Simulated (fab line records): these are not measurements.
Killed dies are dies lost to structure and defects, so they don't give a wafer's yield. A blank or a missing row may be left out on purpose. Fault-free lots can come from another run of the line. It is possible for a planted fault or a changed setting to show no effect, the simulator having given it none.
8D (eight disciplines) problem report, filled in by code | flow nand_harc | the parts of the form that need people (team, actions taken, sign-off) are left out

## 1. WHAT IS WRONG
Wafers without a fault read 29.3 s, standard deviation 2; time_to_endpoint_s at NHARC_A_M1_CMP_23 reads a mean of 11.6 s on 2 wafers belonging to 2 lots. That is -8.9 standard deviations from the usual mean.
The step: polishes, t overpolish 20 s, target thk 154.34 nm.
First observed at day 19 18:46: wafer L940.6, on cmp-02. The record has a number at this step for 36 wafers belonging to 12 lots. The rule behind "out" and "out of limits": a value lying over 4 standard deviations away from the usual mean. The rest of the wafers with a number are treated as sound.

## 2. WHAT IT IS, AND WHAT IT ISN'T
question                    | is                 | is not
which readings at this step | time_to_endpoint_s | motor_current_A
which lots                  | L940, L941         | L934, L935, L936, L939, L944, L951, L953, L954, L955, L956
which wafers of those lots  | L940.6, L941.4     | L940.4, L940.5, L941.3, L941.6
read on which tools         | cmp-02, cmp-03     | cmp-01
when                        | from day 19 18:46  | up to then (14 sound wafers); but 20 sound wafers of L941, L944, L951, L953, L954, L955, L956 came after

## 3. THE SUSPECTS, EACH WITH WHAT RULES IT OUT
Counting: a tool at a process step up to the reading stays a suspect if it ran every lot that is out. Sound lots after the first of them don't rule it out here, since some wafers of a struck lot are sound.
- ecd_cu-02 at NHARC_A_M1_ECD_22 (material Cu, target thk 400 nm): kept. Ran every lot that is out, first one L940 (day 19 18:11); last sound lot up to then L939 (day 19 17:24).
Left after counting: ecd_cu-02 at NHARC_A_M1_ECD_22.

## 4. THE CAUSE (what the simulator had put in)
ecd_cu-02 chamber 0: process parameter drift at NHARC_A_M1_ECD_22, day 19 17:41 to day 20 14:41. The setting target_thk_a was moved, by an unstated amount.
Only this tool survived the counting.

## 5. SEQUENCE OF EFFECTS, ordered by route
Rows list readings where the struck wafers' mean (over those with a number) sits beyond 3 standard deviations from the usual. Only readings whose record carries a usual standard deviation are examined. hours: median over the lots of the time between each lot's start at the first step of this table that gives one and its start at this step. sigmas: the change, counted in usual standard deviations.
hours | step              | reading            | usual  | on struck wafers | change | sigmas
0     | NHARC_A_M1_CMP_23 | time_to_endpoint_s | 29.3 s | 11.6             | -17.7  | -8.9
Its process steps:
- NHARC_A_M1_CMP_23: polishes, t overpolish 20 s, target thk 154.34 nm.

## 6. HOW IT WOULD HAVE BEEN CAUGHT EARLIER
In this record the first reading out of limits was taken at day 19 18:46, 1 hour after the fault began at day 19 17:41.
Of the lots that are out (2), L941 began NHARC_A_M1_ECD_22 on ecd_cu-02 after day 19 18:46. A hold on the tool at that time would have spared it.
